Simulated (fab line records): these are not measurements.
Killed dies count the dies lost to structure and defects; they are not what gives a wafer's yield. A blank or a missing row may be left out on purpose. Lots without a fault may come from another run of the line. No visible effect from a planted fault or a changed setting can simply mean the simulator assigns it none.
fab line records | flow nandHarc
record lots=6 wafers=18 lastDay=33
route steps=1302 shown A_STAIRCASE@704 END@1302
lots with no fault: from the same line, run without faults
startH: hours from the record's first day to the start of the lot's first wafer shown | waitH: time in hours since the lot's previous step | " the same as in the row above | L1.1+2: a row that stands for several wafers | - no value present, or no start provided | * or withheld: withheld | < > ~ a bound
route shown NAME@n: NAME is a module with steps in the file, n the number in the route of the first one | usual: mean and standard deviation over wafers with no fault | same: alike in all rows | chamber/n: place in a boat | sites: the reading at each site | _std_site: standard deviation of those values | _edge_site: the outer-site mean with the inner-site mean subtracted | radiusMm: for every site, how far away it sits from the centre of the wafer | mask NAME#n: copy n | behind: the tool/chamber that last shaped the wafer | hold: why the lot went on hold/how many hours it stayed there/how the hold came to an end | device: whichever transistor did not switch (one of n, p or np) | end of line: the route-end tests of the same wafers | for a step that has no rows: nothing shown but its recipe | killed: not the wafer's yield, but the dies lost to structure and defects at the first sort | map: dies across one wafer; x = killed, . = not, _ = none there
set.NAME: the setting the step ran with; set.NAME@STEP: the setting that earlier step ran with | model.NAME: the simulator's own value behind a step, which no gauge read
a table for each step, a row for each wafer; lots at some steps of the route
services: a tool's chamber out of use, with start hour (startH, from the record's first day; less than 0 if before it), hours out, and reason
## steps
# step NHARC_A_STAIRCASE_ETCH_190
# recipe targetDepthA=1000 timeS=40.5 ionEnergyEv=400 c4f8FlowSccm=20 o2FlowSccm=10 arFlowSccm=withheld rfW=600 biasW=1000 chemistry=C4F8/O2
# step NHARC_A_STAIRCASE_TRIM_191
# recipe timeS=211.2 o2FlowSccm=500 arFlowSccm=0 biasW=0 chemistry=O2
# usual chamberPressureMTorr=60.00/0.058 drypumpMotorCurrentA=5.8/0.6 mfcArSccm=0.020/0.0088 o2FlowSccm=500.0/1.5 oesProductAu=1.002/0.012 rfVppV=57.8/0.88 showerheadPlenumPTorr=3.55/0.14 throttleValvePct=17.037/0.0082
# same biasW=0
# columns lot.wafer tool chamber startH waitH chamberPressureMTorr drypumpMotorCurrentA mfcArSccm o2FlowSccm oesProductAu rfHoursCounterH rfVppV showerheadPlenumPTorr throttleValvePct
L113.4 rieDiel-02 2 - - 59.89 6.0 0 498.7 0.998 51 58.8 3.72 17.040
L113.2 " 0 " " 60.04 6.7 0 499.0 0.993 51 58.6 3.78 17.067
L113.5 " 1 " " 59.97 6.6 0.013 497.9 0.984 - 55.4 3.33 17.058
L120.3 rieDiel-13 1 - - 60.06 6.6 0.031 499.4 0.989 30 59.1 3.76 17.013
L120.2 " 3 " " 59.92 6.0 0.013 503.2 0.988 29 58.4 3.51 17.037
L120.6 " 0 " " 59.97 5.3 0.023 500.6 0.996 - 57.5 3.51 17.034
L127.2 rieDiel-04 3 - - 59.99 5.6 0.027 498.4 1.012 47 58.3 3.64 17.033
L127.5 " 3 " " 60.07 5.6 0.027 499.8 0.996 - 58.4 3.64 17.046
L127.6 " 0 " " 59.95 5.9 0.027 500.0 1.015 - 57.8 3.60 17.030
L130.2 rieDiel-04 3 - - 60.03 5.6 0.027 501.1 1.018 53 59.1 3.64 17.040
L130.3 " 0 " " 60.02 5.9 0.027 498.8 1.028 60 58.2 3.59 17.033
L130.6 " 1 " " 60.02 5.9 0.012 500.1 0.996 - 57.5 3.62 17.036
L129.1 rieDiel-04 2 - - 60.03 5.0 0.028 499.8 1.005 44 58.6 3.54 17.040
L129.4 " 3 " " 60.00 5.6 0.027 502.0 1.005 56 58.3 3.64 17.034
L129.5 " 0 " " 59.96 5.9 0.027 500.7 1.013 - 57.0 3.59 17.043
L136.4 rieDiel-13 2 - - 59.98 4.9 0.016 499.2 0.990 19 58.6 3.34 17.046
L136.1 " 0 " " 60.03 5.3 0.023 502.0 1.000 19 58.0 3.49 17.032
L136.6 " 3 " " 59.96 6.1 0.013 498.7 0.977 - 56.6 3.48 17.038
# step NHARC_A_STAIRCASE_ETCH_192
# recipe targetDepthA=1000 timeS=40.5 ionEnergyEv=400 c4f8FlowSccm=20 o2FlowSccm=10 arFlowSccm=withheld rfW=600 biasW=1000 chemistry=C4F8/O2
# step NHARC_A_STAIRCASE_TRIM_193
# recipe timeS=211.2 o2FlowSccm=500 arFlowSccm=0 biasW=0 chemistry=O2
# step NHARC_A_STAIRCASE_ETCH_194
# recipe targetDepthA=1000 timeS=40.5 ionEnergyEv=400 c4f8FlowSccm=20 o2FlowSccm=10 arFlowSccm=withheld rfW=600 biasW=1000 chemistry=C4F8/O2
# step NHARC_A_STAIRCASE_TRIM_196
# recipe timeS=211.2 o2FlowSccm=500 arFlowSccm=0 biasW=0 chemistry=O2
# usual chamberPressureMTorr=60.00/0.055 drypumpMotorCurrentA=5.9/0.61 mfcArSccm=0.019/0.0098 o2FlowSccm=499.9/1.5 oesProductAu=1.005/0.011 rfVppV=57.8/0.93 showerheadPlenumPTorr=3.57/0.14 throttleValvePct=17.036/0.0092
# same biasW=0
# columns lot.wafer tool chamber startH waitH chamberPressureMTorr drypumpMotorCurrentA mfcArSccm o2FlowSccm oesProductAu rfHoursCounterH rfVppV showerheadPlenumPTorr throttleValvePct
L113.4 rieDiel-04 2 364.57 0.1 60.02 5.0 0.028 499.1 1.017 0 57.0 3.56 17.026
L113.2 " 1 " " 59.96 5.8 0.012 499.6 0.999 0 59.8 3.65 17.029
L113.5 " 3 " " 60.08 5.6 0.027 502.6 1.003 - 57.9 3.67 17.033
L120.2 rieDiel-02 2 447.47 0.1 60.01 6.0 0 500.2 0.989 4 58.2 3.71 17.035
L120.3 " 3 " " 60.08 6.7 0.026 500.9 1.024 12 58.1 3.51 17.032
L120.6 " 1 " " 59.97 6.6 0.013 498.1 0.993 - 56.9 3.32 17.051
L127.2 rieDiel-04 3 503.55 0.1 59.98 5.6 0.027 498.6 1.002 47 57.8 3.64 17.026
L127.6 " 3 " " 59.97 5.6 0.027 499.9 1.003 - 57.4 3.64 17.042
L127.5 " 0 " " 59.97 5.9 0.027 499.9 1.011 - 57.8 3.60 17.021
L130.2 rieDiel-02 3 523.78 0.1 59.93 6.7 0.026 498.8 1.013 36 59.4 3.50 17.033
L130.3 " 2 " " 60.04 6.0 0 500.5 1.004 30 58.6 3.70 17.048
L130.6 " 3 " " 60.07 6.7 0.026 499.6 1.019 - 58.3 3.50 17.040
L129.1 rieDiel-04 1 531.11 0.1 59.99 5.9 0.012 499.2 1.003 66 58.6 3.62 17.040
L129.4 " 2 " " 60.09 5.0 0.028 498.1 1.014 44 58.3 3.53 17.023
L129.5 " 0 " " 60.04 5.9 0.027 501.6 1.022 - 57.8 3.59 17.029
L136.1 rieDiel-13 2 583.30 0.1 60.03 4.9 0.016 497.9 1.012 19 56.5 3.34 17.040
L136.4 " 0 " " 60.00 5.3 0.023 498.2 1.003 19 57.5 3.49 17.033
L136.6 " 3 " " 59.93 6.1 0.013 501.8 0.999 - 56.6 3.48 17.045
# step NHARC_A_STAIRCASE_ETCH_197
# recipe targetDepthA=1000 timeS=40.5 ionEnergyEv=400 c4f8FlowSccm=20 o2FlowSccm=10 arFlowSccm=withheld rfW=600 biasW=1000 chemistry=C4F8/O2
# step NHARC_A_STAIRCASE_TRIM_198
# recipe timeS=211.2 o2FlowSccm=500 arFlowSccm=0 biasW=0 chemistry=O2
# step NHARC_A_STAIRCASE_ETCH_199
# recipe targetDepthA=1000 timeS=40.5 ionEnergyEv=400 c4f8FlowSccm=20 o2FlowSccm=10 arFlowSccm=withheld rfW=600 biasW=1000 chemistry=C4F8/O2
# usual oesProductAu=0.953/0.015 rfVppV=897/5.1
# columns lot.wafer tool chamber startH waitH oesProductAu rfHoursCounterH rfVppV
L113.4 rieDiel-04 3 - - 0.956 0 901
L113.2 " 1 " " 0.939 0 901
L113.5 " 2 " " 0.964 - 897
L120.3 rieDiel-02 2 - - 0.953 4 901
L120.2 " 3 " " 0.976 12 895
L120.6 " 1 " " 0.945 - 890
L127.2 rieDiel-04 0 - - 0.960 52 899
L127.5 " 2 " " 0.948 - 896
L127.6 " 3 " " 0.962 - 899
L130.3 rieDiel-02 1 - - 0.952 37 887
L130.2 " 3 " " 0.964 37 894
L130.6 " 0 " " 0.949 - 904
L129.1 rieDiel-04 1 - - 0.947 66 899
L129.4 " 2 " " 0.966 44 897
L129.5 " 1 " " 0.950 - 899
L136.1 rieDiel-13 2 - - 0.932 20 888
L136.4 " 0 " " 0.955 19 896
L136.6 " 2 " " 0.938 - 889
# step NHARC_A_STAIRCASE_TRIM_200
# recipe timeS=211.2 o2FlowSccm=500 arFlowSccm=0 biasW=0 chemistry=O2
# step NHARC_A_STAIRCASE_ETCH_201
# recipe targetDepthA=1000 timeS=40.5 ionEnergyEv=400 c4f8FlowSccm=20 o2FlowSccm=10 arFlowSccm=withheld rfW=600 biasW=1000 chemistry=C4F8/O2
# usual oesProductAu=0.950/0.012 rfVppV=897/5
# columns lot.wafer tool chamber startH waitH oesProductAu rfHoursCounterH rfVppV
L113.2 rieDiel-04 1 - - 0.935 0 902
L113.4 " 2 " " 0.951 0 897
L113.5 " 2 " " 0.961 - 897
L120.3 rieDiel-02 1 - - 0.946 15 888
L120.2 " 2 " " 0.949 4 903
L120.6 " 2 " " 0.938 - 903
L127.2 rieDiel-04 3 - - 0.955 48 899
L127.5 " 3 " " 0.960 - 900
L127.6 " 0 " " 0.958 - 898
L130.2 rieDiel-02 1 - - 0.951 37 887
L130.3 " 2 " " 0.949 31 902
L130.6 " 0 " " 0.962 - 903
L129.1 rieDiel-04 1 - - 0.959 66 900
L129.4 " 2 " " 0.948 44 896
L129.5 " 0 " " 0.960 - 897
L136.4 rieDiel-13 0 - - 0.941 19 895
L136.1 " 2 " " 0.954 20 889
L136.6 " 0 " " 0.941 - 895
# step NHARC_A_STAIRCASE_TRIM_202
# recipe timeS=211.2 o2FlowSccm=500 arFlowSccm=0 biasW=0 chemistry=O2
# usual biasW=0/0 chamberPressureMTorr=60.00/0.056 drypumpMotorCurrentA=5.9/0.59 mfcArSccm=0.019/0.0098 o2FlowSccm=499.9/1.6 oesProductAu=1.005/0.012 rfVppV=57.9/0.99 showerheadPlenumPTorr=3.57/0.14 throttleValvePct=17.036/0.0095
# columns lot.wafer tool chamber startH waitH biasW chamberPressureMTorr drypumpMotorCurrentA mfcArSccm o2FlowSccm oesProductAu rfHoursCounterH rfVppV showerheadPlenumPTorr throttleValvePct
L113.4 rieDiel-04 2 365.41 - 0 59.95 5.0 0.028 501.1 1.021 0 57.7 3.56 17.047
L113.2 " 3 " " 0 60.00 5.6 0.027 500.5 1.008 1 58.0 3.67 17.039
L113.5 " 1 " " 0 60.06 5.8 0.012 499.5 0.999 - 57.4 3.65 17.042
L120.3 rieDiel-02 0 448.17 - 0 59.98 6.6 0 500.8 0.998 15 57.2 3.76 17.050
L120.2 " 1 " " 0 60.05 6.6 0.013 500.2 0.996 15 56.5 3.32 17.055
L120.6 " 3 " " 0 59.92 6.7 0.026 497.2 1.012 - 55.8 3.51 17.047
L127.2 rieDiel-04 2 504.29 - - - - - - - - - - -
L127.5 " 2 " " - - - - - - - - - -
L127.6 " 3 " " - - - - - - - - - -
L130.3 rieDiel-02 0 525.11 - 0 60.00 6.7 0 499.9 1.008 36 58.2 3.75 17.029
L130.2 " 1 " " 0 60.04 6.6 0.013 500.3 1.009 37 57.0 3.31 17.049
L130.6 " 0 " " 0 60.09 6.7 0 500.3 1.010 - 59.3 3.75 17.043
L129.4 rieDiel-04 3 531.83 - - - - - - - - - - -
L129.1 " 0 " " - - - - - - - - - -
L129.5 " 0 " " - - - - - - - - - -
L136.4 rieDiel-13 0 584.05 - 0 60.04 5.3 0.023 498.8 0.990 19 58.2 3.49 17.032
L136.1 " 2 " " 0 60.10 4.9 0.016 500.8 1.002 20 57.9 3.34 17.047
L136.6 " 0 " " 0 60.00 5.3 0.023 499.8 0.992 - 56.4 3.49 17.041
# step NHARC_A_STAIRCASE_ETCH_203
# recipe targetDepthA=1000 timeS=40.5 ionEnergyEv=400 c4f8FlowSccm=20 o2FlowSccm=10 arFlowSccm=withheld rfW=600 biasW=1000 chemistry=C4F8/O2
# usual oesProductAu=0.948/0.012 rfVppV=897/4.9
# columns lot.wafer tool chamber startH waitH oesProductAu rfHoursCounterH rfVppV
L113.4 rieDiel-04 2 - - 0.960 0 897
L113.2 " 1 " " 0.927 1 901
L113.5 " 3 " " 0.941 - 902
L120.3 rieDiel-02 0 - - 0.948 15 905
L120.2 " 2 " " 0.949 4 905
L120.6 " 3 " " 0.962 - 895
L127.2 rieDiel-04 0 - - 0.960 52 899
L127.6 " 2 " " 0.954 - 898
L127.5 " 3 " " 0.953 - 899
L130.2 rieDiel-02 2 - - 0.945 31 902
L130.3 " 1 " " 0.941 37 887
L130.6 " 3 " " 0.958 - 895
L129.1 rieDiel-04 3 - - 0.954 57 899
L129.4 " 2 " " 0.965 45 897
L129.5 " 0 " " 0.962 - 898
L136.1 rieDiel-13 0 - - 0.947 19 895
L136.4 " 1 " " 0.948 18 903
L136.6 " 3 " " 0.923 - 895
# step NHARC_END_SORT_01
# recipe tempC=25
# usual killedAtArray=59/20 killedAtOther=0.8/1.1 killedAtPeriphery=5/3.1 killedDies=64/21 killedOpen=3.4/1.9 killedShort=2.3/1.7
# same grossDies=677
# columns lot.wafer tool chamber startH waitH killedAtArray killedAtOther killedAtPeriphery killedDies killedOpen killedShort
L127.2 prober-01 0 701.30 2.8 672 1 4 677 3 4
L127.5 prober-01 0 703.71 3.7 668 1 8 677 4 6
L127.6 prober-01 0 704.51 4.0 672 1 4 677 3 1
L129.1 prober-02 0 738.07 2.5 668 1 8 677 6 4
L129.4 prober-02 0 740.44 3.4 669 1 7 677 4 1
L129.5 prober-02 0 741.23 3.7 668 1 8 677 4 1
# killed by level:class
L127.2 A_STAIRCASE:areaTrim=577 A_SLIT:chamberFilmFlake=32 A_CHANNEL_HOLE_D1:chamberFilmFlake=27 A_CHANNEL_HOLE_D2:chamberFilmFlake=15 A_CONTACT:chamberFilmFlake=5 P_GATE:chamberFilmFlake=3 A_STAIRCASE:chamberFilmFlake=3 A_SGD_CUT:chamberFilmFlake=3
L127.5 A_STAIRCASE:areaTrim=579 A_CHANNEL_HOLE_D1:chamberFilmFlake=30 A_SLIT:chamberFilmFlake=22 A_CHANNEL_HOLE_D2:chamberFilmFlake=16 A_STAIRCASE:chamberFilmFlake=5 A_CONTACT:chamberFilmFlake=4 P_GATE:chamberFilmFlake=3 A_WL_FILL:geometricParticle:short=2
L127.6 A_STAIRCASE:areaTrim=599 A_CHANNEL_HOLE_D1:chamberFilmFlake=27 A_CHANNEL_HOLE_D2:chamberFilmFlake=17 A_SLIT:chamberFilmFlake=13 A_CONTACT:chamberFilmFlake=5 A_STAIRCASE:chamberFilmFlake=3 P_GATE:chamberFilmFlake=2 P_BONDPAD:chamberFilmFlake=2
L129.1 A_STAIRCASE:areaTrim=618 A_CHANNEL_HOLE_D2:chamberFilmFlake=24 A_CONTACT:chamberFilmFlake=8 A_CHANNEL_HOLE_D1:chamberFilmFlake=6 A_CHANNEL_FILL_D1:chamberFilmFlake=3 A_SLIT:chamberFilmFlake=3 P_STI:chamberFilmFlake=2 P_GATE:chamberFilmFlake=2
L129.4 A_STAIRCASE:areaTrim=616 A_CHANNEL_HOLE_D2:chamberFilmFlake=28 A_CONTACT:chamberFilmFlake=7 A_CHANNEL_HOLE_D1:chamberFilmFlake=5 P_BONDPAD:chamberFilmFlake=4 A_CHANNEL_FILL_D1:chamberFilmFlake=4 A_STAIRCASE:chamberFilmFlake=4 P_STI:chamberFilmFlake=3
L129.5 A_STAIRCASE:areaTrim=627 A_CHANNEL_HOLE_D2:chamberFilmFlake=18 A_CONTACT:chamberFilmFlake=4 A_CHANNEL_FILL_D1:chamberFilmFlake=4 A_STAIRCASE:chamberFilmFlake=4 A_SLIT:chamberFilmFlake=4 P_STI:chamberFilmFlake=3 P_GATE:chamberFilmFlake=2
# map L127.2 (x killed, . not)
____________x____________
_________xxxxxxx_________
_______xxxxxxxxxxx_______
______xxxxxxxxxxxxx______
_____xxxxxxxxxxxxxxx_____
____xxxxxxxxxxxxxxxxx____
____xxxxxxxxxxxxxxxxx____
___xxxxxxxxxxxxxxxxxxx___
___xxxxxxxxxxxxxxxxxxx___
__xxxxxxxxxxxxxxxxxxxxx__
__xxxxxxxxxxxxxxxxxxxxx__
_xxxxxxxxxxxxxxxxxxxxxxx_
_xxxxxxxxxxxxxxxxxxxxxxx_
_xxxxxxxxxxxxxxxxxxxxxxx_
_xxxxxxxxxxxxxxxxxxxxxxx_
_xxxxxxxxxxxxxxxxxxxxxxx_
xxxxxxxxxxxxxxxxxxxxxxxxx
xxxxxxxxxxxxxxxxxxxxxxxxx
xxxxxxxxxxxxxxxxxxxxxxxxx
xxxxxxxxxxxxxxxxxxxxxxxxx
xxxxxxxxxxxxxxxxxxxxxxxxx
_xxxxxxxxxxxxxxxxxxxxxxx_
_xxxxxxxxxxxxxxxxxxxxxxx_
_xxxxxxxxxxxxxxxxxxxxxxx_
_xxxxxxxxxxxxxxxxxxxxxxx_
_xxxxxxxxxxxxxxxxxxxxxxx_
__xxxxxxxxxxxxxxxxxxxxx__
__xxxxxxxxxxxxxxxxxxxxx__
___xxxxxxxxxxxxxxxxxxx___
___xxxxxxxxxxxxxxxxxxx___
____xxxxxxxxxxxxxxxxx____
____xxxxxxxxxxxxxxxxx____
_____xxxxxxxxxxxxxxx_____
______xxxxxxxxxxxxx______
_______xxxxxxxxxxx_______
_________xxxxxxx_________
____________x____________
# map L129.1 (x killed, . not)
____________x____________
_________xxxxxxx_________
_______xxxxxxxxxxx_______
______xxxxxxxxxxxxx______
_____xxxxxxxxxxxxxxx_____
____xxxxxxxxxxxxxxxxx____
____xxxxxxxxxxxxxxxxx____
___xxxxxxxxxxxxxxxxxxx___
___xxxxxxxxxxxxxxxxxxx___
__xxxxxxxxxxxxxxxxxxxxx__
__xxxxxxxxxxxxxxxxxxxxx__
_xxxxxxxxxxxxxxxxxxxxxxx_
_xxxxxxxxxxxxxxxxxxxxxxx_
_xxxxxxxxxxxxxxxxxxxxxxx_
_xxxxxxxxxxxxxxxxxxxxxxx_
_xxxxxxxxxxxxxxxxxxxxxxx_
xxxxxxxxxxxxxxxxxxxxxxxxx
xxxxxxxxxxxxxxxxxxxxxxxxx
xxxxxxxxxxxxxxxxxxxxxxxxx
xxxxxxxxxxxxxxxxxxxxxxxxx
xxxxxxxxxxxxxxxxxxxxxxxxx
_xxxxxxxxxxxxxxxxxxxxxxx_
_xxxxxxxxxxxxxxxxxxxxxxx_
_xxxxxxxxxxxxxxxxxxxxxxx_
_xxxxxxxxxxxxxxxxxxxxxxx_
_xxxxxxxxxxxxxxxxxxxxxxx_
__xxxxxxxxxxxxxxxxxxxxx__
__xxxxxxxxxxxxxxxxxxxxx__
___xxxxxxxxxxxxxxxxxxx___
___xxxxxxxxxxxxxxxxxxx___
____xxxxxxxxxxxxxxxxx____
____xxxxxxxxxxxxxxxxx____
_____xxxxxxxxxxxxxxx_____
______xxxxxxxxxxxxx______
_______xxxxxxxxxxx_______
_________xxxxxxx_________
____________x____________
## services
# columns tool chamber startH hours kind
rieDiel-13 - 342.12 9.0 pm
rieDiel-04 - 355.03 9.0 pm
rieDiel-04 0 355.03 9.0 ventCycle
rieDiel-04 1 355.03 9.0 ventCycle
rieDiel-04 2 355.03 9.0 ventCycle
rieDiel-04 3 355.03 9.0 ventCycle
rieDiel-04 0 364.03 - clean
rieDiel-04 1 364.03 - clean
rieDiel-04 1 364.03 - consumableReplace:esc
rieDiel-04 2 364.03 - clean
rieDiel-04 3 364.03 - clean
rieDiel-13 3 367.40 20.9 repair
rieDiel-04 2 368.63 3.7 repair
rieDiel-13 2 377.01 6.5 repair
rieDiel-04 3 385.98 1.7 repair
rieDiel-02 2 395.21 33.8 repair
rieDiel-02 - 396.42 9.0 pm
rieDiel-02 3 405.54 8.1 repair
rieDiel-13 2 418.27 18.2 repair
rieDiel-04 2 440.61 33.2 repair
rieDiel-13 - 519.17 9.0 pm
rieDiel-04 - 532.03 9.0 pm
rieDiel-13 2 547.64 2.1 repair
rieDiel-02 - 573.48 9.0 pm
## key
firstSign step=NHARC_A_STAIRCASE_TRIM_202 reading=toolRecord direction=missing
effect step=NHARC_END_SORT_01 reading=killedAtArray direction=up sigmas=31 usual=59 struck=670
moreKillsBornAt NHARC_A_STAIRCASE_TRIM_202@rieDiel-04=3615
metAt NHARC_A_STAIRCASE_TRIM_202
struckWafers L127.2,L127.5,L127.6,L129.1,L129.4,L129.5
laterRowsLeftOut L127.2,L127.5,L127.6,L129.1,L129.4,L129.5
testerLeftOut L127,L129
onsetBetween 365.41 504.29
fault kind=skippedStepWhole tool=rieDiel-04 chamber=- onsetH=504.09 steps=NHARC_A_STAIRCASE_TRIM_202 scope=struckLotsOnly
# testerLeftOut: of these lots the tester's yield and bins aren't shown, on N5 and GAA mostly nor the transistor test; their killed dies are dies lost to structure and defects alone, not to doping, threshold or leakage, so they don't give the yield
# laterRowsLeftOut: the simulator's readings of these wafers behind a module that went badly wrong aren't trusted and aren't shown, but for the sort
